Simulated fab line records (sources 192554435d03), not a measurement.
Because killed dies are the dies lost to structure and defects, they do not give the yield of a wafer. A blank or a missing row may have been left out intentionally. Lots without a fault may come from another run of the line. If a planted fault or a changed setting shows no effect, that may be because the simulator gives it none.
Lot-split experiment -- flow n5_finfet -- 39 wafers read from 7 lots, route of 1938 steps

## THE SPLIT
At N5_GATE_CUT_ALD_22 (deposits SiNx, target thk 16 nm, pulse time 1 s, ald cycles 320), the setting ald_cycles was moved away from the recipe's 320 on 15 of the 39 wafers read, by -37.8% to +54.1%. All remaining wafers had this setting at the recipe value.

Reading taken at the split's own step.

## THE READING
SiNx_of_GATE_CUT_ALD_22.thk_nm (the simulator's own value, which no gauge read), in nm, at N5_GATE_CUT_ALD_22 (deposits SiNx, target thk 16 nm, pulse time 1 s, ald cycles 320). No usual value for it is given in the file. Across the 24 wafers here that went through the recipe, the average is 16.0 nm and the standard deviation 0.075 nm.

wafer,"tool, chamber at the split",ald_cycles as run,against the recipe,"SiNx_of_GATE_CUT_ALD_22.thk_nm, nm",against lot-mates on the recipe
L074.2,"ald_sin-01, 0,1",320,recipe,16,-
L074.3,"ald_sin-01, 0,1",320,recipe,16,-
L074.5,"ald_sin-01, 1",320,recipe,16.2,-
L075.1,"ald_sin-01, 3,2,2",320,recipe,16,-
L075.2,"ald_sin-01, 3,2,2",320,recipe,16,-
L075.5,"ald_sin-01, 3,2,2",320,recipe,16,-
L075.3,"ald_sin-01, 1,0,1",208,-35.0%,10.4,-5.6
L075.4,"ald_sin-01, 1,0,1",208,-35.0%,10.4,-5.6
L075.6,"ald_sin-01, 1,0,1",208,-35.0%,10.4,-5.6
L077.1,"ald_sin-01, 3,2",199,-37.8%,10,-6.0
L077.5,"ald_sin-01, 3,2",199,-37.8%,10,-6.0
L077.2,"ald_sin-01, 2,0,1",320,recipe,16,-
L077.3,"ald_sin-01, 2,0,1",320,recipe,16,-
L077.6,"ald_sin-01, 2,0,1",320,recipe,16,-
L077.4,"ald_sin-01, 1",199,-37.8%,9.8,-6.2
L079.1,"ald_sin-03, 0,1,2",320,recipe,16,-
L079.2,"ald_sin-03, 0,1,2",320,recipe,16,-
L079.3,"ald_sin-03, 0,1,2",320,recipe,16,-
L079.4,"ald_sin-03, 3,1,2",238,-25.6%,11.8,-4.2
L079.5,"ald_sin-03, 3,1,2",238,-25.6%,11.8,-4.2
L079.6,"ald_sin-03, 3,1,2",238,-25.6%,11.8,-4.2
L085.1,"ald_sin-04, 2,0,0",212,-33.8%,10.6,-5.4
L085.4,"ald_sin-04, 2,0,0",212,-33.8%,10.6,-5.4
L085.5,"ald_sin-04, 2,0,0",212,-33.8%,10.6,-5.4
L085.2,"ald_sin-04, 3,1,3",320,recipe,16,-
L085.3,"ald_sin-04, 3,1,3",320,recipe,16,-
L085.6,"ald_sin-04, 3,1,3",320,recipe,16,-
L091.1,"ald_sin-03, 3,1,2,1",320,recipe,16,-
L091.2,"ald_sin-03, 3,1,2,1",320,recipe,16,-
L091.4,"ald_sin-03, 3,1,2,1",320,recipe,16,-
L091.5,"ald_sin-03, 3,1,2,1",320,recipe,16,-
L091.3,"ald_sin-03, 0",320,recipe,16.2,-
L091.6,"ald_sin-03, 0",320,recipe,16.2,-
L094.1,"ald_sin-03, 3",493,+54.1%,24.8,+8.7
L094.2,"ald_sin-03, 1,2",320,recipe,16,-
L094.3,"ald_sin-03, 1,2",320,recipe,16,-
L094.4,"ald_sin-03, 0",320,recipe,16.2,-
L094.5,"ald_sin-03, 2,1",493,+54.1%,24.6,+8.5
L094.6,"ald_sin-03, 2,1",493,+54.1%,24.6,+8.5
Where a row lists several chambers, the file gives one row for several wafers and doesn't say which wafer went through which chamber.

FIT RESULTS
A straight line over all 39 wafers: SiNx_of_GATE_CUT_ALD_22.thk_nm changes by +0.161 nm for each +1% of ald_cycles; r = +1.00; the points scatter about the line by 0.078 nm.
The same after taking each lot's own level away (the mean of its wafers on the recipe; 39 wafers): +0.16 nm for each +1%; r = +1.00; scatter 0.072 nm.
According to that fit, moving ald_cycles by its largest amount changes the reading by 8.6 nm.
The span of the lots' own levels, 16.00 to 16.07 nm, comes to 0.9 times the standard deviation stated above.
Hence the lot-to-lot level has little effect on the slope; both slopes agree.
Check: with one of the wafers moved furthest among these (+54.1%) left out of the fit, the line predicts +8.61 nm for it against its lot-mates. Against them it came out at +8.73 nm.

## OTHER SPLITS ON THESE WAFERS
These wafers also went through other splits before the reading. Each is held against what the fit with the lots' levels taken away leaves over:
other split on the same wafers,wafers away from the commonest value,r with SiNx_of_GATE_CUT_ALD_22.thk_nm (lot level and that fit taken away)
N5_ZERO_LAYER_DEVELOP_10 develop_time_s,18,+0.10
N5_FIN_SAQP_PECVD_06 time_s,12,+0.11
N5_STI_FIN_REVEAL_ETCHBACK_08 time_s,18,+0.02
N5_HKMG_FIN_CVD_62 time_s,12,+0.05

## THE WHOLE CHAIN: every reading that the file lists as answering this split, in the file's order
step,what it does,reading,change (the file's fit),r (the file's)
N5_GATE_CUT_ALD_22,"deposits SiNx, target thk 16 nm, pulse time 1 s, ald cycles 320","SiNx_of_GATE_CUT_ALD_22.thk_nm (the simulator's own value, which no gauge read)",+0.16 nm for each +1% of the setting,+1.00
N5_GATE_CUT_CMP_23,"polishes, stops on SiO2, t overpolish 23.4 s, target thk 16 nm",time_to_endpoint_s,withheld for each +1% of the setting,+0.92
N5_GATE_CUT_CMP_23,"polishes, stops on SiO2, t overpolish 23.4 s, target thk 16 nm","SiNx_of_GATE_CUT_ALD_22.thk_nm (the simulator's own value, which no gauge read)","not straight: 9.933 at the lowest setting, 16.03 at the recipe, 15.73 at the highest",not given

## FILE'S OWN FIT
SiNx_of_GATE_CUT_ALD_22.thk_nm changes by +0.16 nm for each +1% of ald_cycles, r = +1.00.
